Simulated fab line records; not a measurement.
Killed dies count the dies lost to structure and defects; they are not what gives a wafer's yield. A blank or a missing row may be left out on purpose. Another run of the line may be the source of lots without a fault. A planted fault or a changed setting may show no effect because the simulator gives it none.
Which tool is to blame?    flow nand harc    14 lots with 41 wafers sampled at 4 steps, on a route of 1302 steps

== WHAT THE GAUGES READ, wafer by wafer ==
The record holds no reading of a measuring or inspecting step that can be judged against a usual standard deviation.

== WHAT TOOL EACH LOT RAN ON (gives the tool, then ch and the chambers of the sampled wafers, and finally the start) ==
lot   NHARC_A_STAIRCASE_TRIM_220          NHARC_A_STAIRCASE_ETCH_221      NHARC_A_STAIRCASE_ETCH_225      NHARC_A_STAIRCASE_ETCH_227
L664  rie diel-02 ch 0,1, day 16 05:28    rie diel-02 ch 0,3, no start    rie diel-02 ch 0,2,3, no start  rie diel-02 ch 2,3, no start
L667  rie diel-09 ch 0,1,2, day 17 22:22  rie diel-09 ch 0,3, no start    rie diel-09 ch 0,3, no start    rie diel-09 ch 0,1, no start
L669  rie diel-09 ch 1,2,3, day 18 05:08  rie diel-09 ch 1,3, no start    rie diel-09 ch 0,1,3, no start  rie diel-09 ch 0,3, no start
L674  rie diel-02 ch 0,1,2, day 20 19:01  rie diel-02 ch 0,2,3, no start  rie diel-02 ch 0,1,2, no start  rie diel-02 ch 0,1,2, no start
L675  rie diel-02 ch 1,3, day 20 21:27    rie diel-02 ch 0,2, no start    rie diel-02 ch 1,2, no start    rie diel-02 ch 1,3, no start
L677  rie diel-05 ch 0,1,2, day 21 22:48  rie diel-05 ch 0,1,2, no start  rie diel-05 ch 0,1,2, no start  rie diel-05 ch 0,1,2, no start
L679  rie diel-02 ch 2,3, day 23 02:13    rie diel-02 ch 1,3, no start    rie diel-02 ch 0,2,3, no start  rie diel-02 ch 1,2, no start
L680  rie diel-02 ch 2,3, day 23 05:44    rie diel-02 ch 1,2, no start    rie diel-02 ch 1,2, no start    rie diel-02 ch 0,1,3, no start
L681  rie diel-09 ch 0,1,3, day 23 05:53  rie diel-09 ch 0,1,2, no start  rie diel-09 ch 2,3, no start    rie diel-09 ch 2,3, no start
L682  rie diel-09 ch 0,2,3, day 24 04:36  rie diel-09 ch 1,3, no start    rie diel-09 ch 1,2,3, no start  rie diel-09 ch 2,3, no start
L683  rie diel-02 ch 0,1,2, day 24 23:09  rie diel-02 ch 0,1,2, no start  rie diel-02 ch 1,2,3, no start  rie diel-02 ch 1,2,3, no start
L685  rie diel-05 ch 1,2, day 25 00:05    rie diel-05 ch 1,2, no start    rie diel-05 ch 0,2,3, no start  rie diel-05 ch 2,3, no start
L684  rie diel-02 ch 0,2,3, day 25 10:29  rie diel-02 ch 0,1,2, no start  rie diel-02 ch 1,2,3, no start  rie diel-02 ch 0,1,2, no start
L686  rie diel-05 ch 2,3, day 26 02:28    rie diel-05 ch 1,2,3, no start  rie diel-05 ch 0,1,2, no start  rie diel-05 ch 0,1, no start
- NHARC_A_STAIRCASE_TRIM_220: chemistry O2, time 211.2 s.
- NHARC_A_STAIRCASE_ETCH_221: etches the open film in C4F8/O2, target depth 100 nm, time 40.5 s.
- NHARC_A_STAIRCASE_ETCH_225: etches the open film in C4F8/O2, target depth 100 nm, time 40.5 s.
- NHARC_A_STAIRCASE_ETCH_227: etches the open film in C4F8/O2, target depth 100 nm, time 40.5 s.

== AS READ BY THE TOOLS THEMSELVES (means over the sampled wafers that have a number; for cases with no such wafer, the mark the record gives instead) ==
NHARC_A_STAIRCASE_TRIM_220. Usual: drypump motor current A 5.8 A, standard deviation 0.41; oes product au 0.998 a.u., standard deviation 0.0091; rf vpp V 57.6 V, standard deviation 0.97; showerhead plenum p Torr 3.49 Torr, standard deviation 0.17; throttle valve pct 17.038 %, standard deviation 0.009.
lot   tool         drypump motor current A (A)  oes product au (a.u.)  rf vpp V (V)  showerhead plenum p Torr (Torr)  throttle valve pct (%)  flag
L664  rie diel-02  6.1                          0.999                  57.2          3.41                             17.033                  
L667  rie diel-09  5.9                          0.998                  58.2          3.46                             17.038                  
L669  rie diel-09  5.4                          1.005                  58.0          3.52                             17.036                  
L674  rie diel-02  5.8                          0.877                  57.0          3.35                             17.051                  OFF
L675  rie diel-02  5.9                          0.823                  57.7          3.59                             17.040                  OFF
L677  rie diel-05  6.0                          1.007                  57.6          3.46                             17.033                  
L679  rie diel-02  5.4                          1.000                  57.6          3.44                             17.033                  
L680  rie diel-02  5.6                          0.991                  57.4          3.59                             17.039                  
L681  rie diel-09  5.5                          1.001                  58.4          3.47                             17.029                  
L682  rie diel-09  5.8                          0.994                  57.7          3.50                             17.035                  
L683  rie diel-02  5.8                          0.997                  57.5          3.33                             17.042                  
L685  rie diel-05  6.1                          1.006                  58.3          3.60                             17.038                  
L684  rie diel-02  5.7                          1.009                  57.8          3.62                             17.043                  
L686  rie diel-05  5.9                          1.003                  57.9          3.63                             17.034                  

NHARC_A_STAIRCASE_ETCH_221. Usual: bias w 1000 W, standard deviation 3.2; oes product au 0.942 a.u., standard deviation 0.014; rf vpp V 894 V, standard deviation 6.3.
lot   tool         bias w (W)  oes product au (a.u.)  rf vpp V (V)  flag
L664  rie diel-02  998         0.937                  894           
L667  rie diel-09  998         0.957                  895           
L669  rie diel-09  1003        0.931                  898           
L674  rie diel-02  998         0.951                  893           
L675  rie diel-02  1002        0.954                  888           
L677  rie diel-05  1003        0.934                  894           
L679  rie diel-02  1000        0.951                  899           
L680  rie diel-02  998         0.920                  890           
L681  rie diel-09  1000        0.951                  893           
L682  rie diel-09  1001        0.927                  896           
L683  rie diel-02  1000        0.952                  887           
L685  rie diel-05  1002        0.946                  893           
L684  rie diel-02  1000        0.943                  895           
L686  rie diel-05  1003        0.956                  897           

NHARC_A_STAIRCASE_ETCH_225. Usual: bias w 1000 W, standard deviation 3.1; oes product au 0.943 a.u., standard deviation 0.011; rf vpp V 894 V, standard deviation 6.2.
lot   tool         bias w (W)  oes product au (a.u.)  rf vpp V (V)  flag
L664  rie diel-02  999         0.939                  893           
L667  rie diel-09  998         0.952                  896           
L669  rie diel-09  1002        0.948                  895           
L674  rie diel-02  1000        0.943                  889           
L675  rie diel-02  1001        0.943                  889           
L677  rie diel-05  997         0.932                  893           
L679  rie diel-02  1001        0.942                  892           
L680  rie diel-02  1000        0.956                  888           
L681  rie diel-09  997         0.943                  897           
L682  rie diel-09  1001        0.941                  894           
L683  rie diel-02  999         0.950                  895           
L685  rie diel-05  1003        0.956                  896           
L684  rie diel-02  1000        0.927                  900           
L686  rie diel-05  999         0.942                  893           

NHARC_A_STAIRCASE_ETCH_227. Usual: bias w 1000.3 W, standard deviation 3; oes product au 0.942 a.u., standard deviation 0.0099; rf vpp V 894 V, standard deviation 6.3.
lot   tool         bias w (W)  oes product au (a.u.)  rf vpp V (V)  flag
L664  rie diel-02  998.0       0.927                  899           
L667  rie diel-09  1000.5      0.959                  892           
L669  rie diel-09  1001.9      0.952                  895           
L674  rie diel-02  999.3       0.947                  889           
L675  rie diel-02  998.8       0.954                  898           
L677  rie diel-05  1001.7      0.942                  894           
L679  rie diel-02  997.1       0.944                  890           
L680  rie diel-02  1001.6      0.937                  895           
L681  rie diel-09  999.5       0.943                  897           
L682  rie diel-09  1001.4      0.941                  896           
L683  rie diel-02  1001.1      0.937                  894           
L685  rie diel-05  999.7       0.953                  900           
L684  rie diel-02  1001.1      0.936                  895           
L686  rie diel-05  1000.8      0.934                  888           

== THE ANSWER, worked out from the rows above alone ==
Rule: a lot is off if the mean of its wafers that have a number lies more than 3 standard deviations from the usual mean. Also off: a lot with no number at a reading for which 4 or more lots have one. All remaining lots with rows at the step are treated as sound. First the gauges in route order, then the tools' own readings, where a lot's mean is used as printed above. At the first step where some lot is off, the reading lying furthest off is the one used; lots without a number count as furthest.
Off, at NHARC_A_STAIRCASE_TRIM_220 on oes product au: L674, L675.
If a tool, at that step or one of the process steps before it, ran each lot that is off and ran no sound lot following the first of them, it fits. No candidate that was tried fits.

== WHAT HAD BEEN PUT IN BY THE SIMULATOR ==
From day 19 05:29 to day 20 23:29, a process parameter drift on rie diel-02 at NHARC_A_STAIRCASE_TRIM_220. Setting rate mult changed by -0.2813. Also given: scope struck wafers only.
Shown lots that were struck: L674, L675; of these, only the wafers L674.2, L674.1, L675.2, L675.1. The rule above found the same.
